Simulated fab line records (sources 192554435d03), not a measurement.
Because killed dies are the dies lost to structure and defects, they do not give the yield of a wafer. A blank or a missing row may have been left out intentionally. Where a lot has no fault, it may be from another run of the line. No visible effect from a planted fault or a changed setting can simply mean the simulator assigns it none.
Chamber matching | flow n5 finfet | 4 sister chambers for N5_BEOL_M9_ETCH_62 on rie diel-04
The step etches SOC in N2/H2, target depth 110 nm, overetch 22 nm, time 165 s. 7 wafers are shown with their chamber, then 8 later ones without.

== EACH WAFER AND ITS CHAMBER ==
wafer  | chamber | showerhead plenum p Torr (Torr) | oes product au (a.u.)
L089.1 | 1       | 2.49                            | 0.58
L089.5 | 0       | 2.53                            | 0.59
L089.6 | 3       | 2.47                            | 0.69
L093.1 | 2       | 2.73                            | 0.79
L093.3 | 0       | 2.53                            | 0.58
L093.4 | 1       | 2.49                            | 0.58
L091.1 | 3       | 2.46                            | 0.68

== WAFERS WHOSE CHAMBER IS MISSING ==
wafer  | showerhead plenum p Torr (Torr) | oes product au (a.u.)
L091.2 | 2.52                            | 0.58
L091.4 | 2.46                            | 0.69
L096.3 | 2.46                            | 0.68
L096.5 | 2.72                            | 0.77
L096.6 | 2.46                            | 0.68
L095.2 | 2.46                            | 0.68
L095.5 | 2.72                            | 0.76
L095.6 | 2.46                            | 0.69

== CHAMBER TAKEN BY EACH ==
wafer  | from the rows above | in truth
L091.2 | 0                   | 0
L091.4 | 3                   | 3
L096.3 | 3                   | 3
L096.5 | 2                   | 2
L096.6 | 3                   | 3
L095.2 | 3                   | 3
L095.5 | 2                   | 2
L095.6 | 3                   | 3
Correct placement for 8 of the 8. Can't be placed from these rows: 0. Placed wrongly: 0.
How it was worked out, from the rows above alone: a wafer's distance from a chamber is the root of the sum, over the readings, of the square of ((its reading less the chamber's mean) divided by the reading's scatter). If the next closest chamber is less than 2 further off than the closest, the wafer can't be placed; otherwise it belongs to the closest. Each chamber's mean is taken over the wafers shown for it. The scatter: the root of (the sum of the squares of (reading less its chamber's mean) over the shown wafers, divided by (wafers less chambers)).
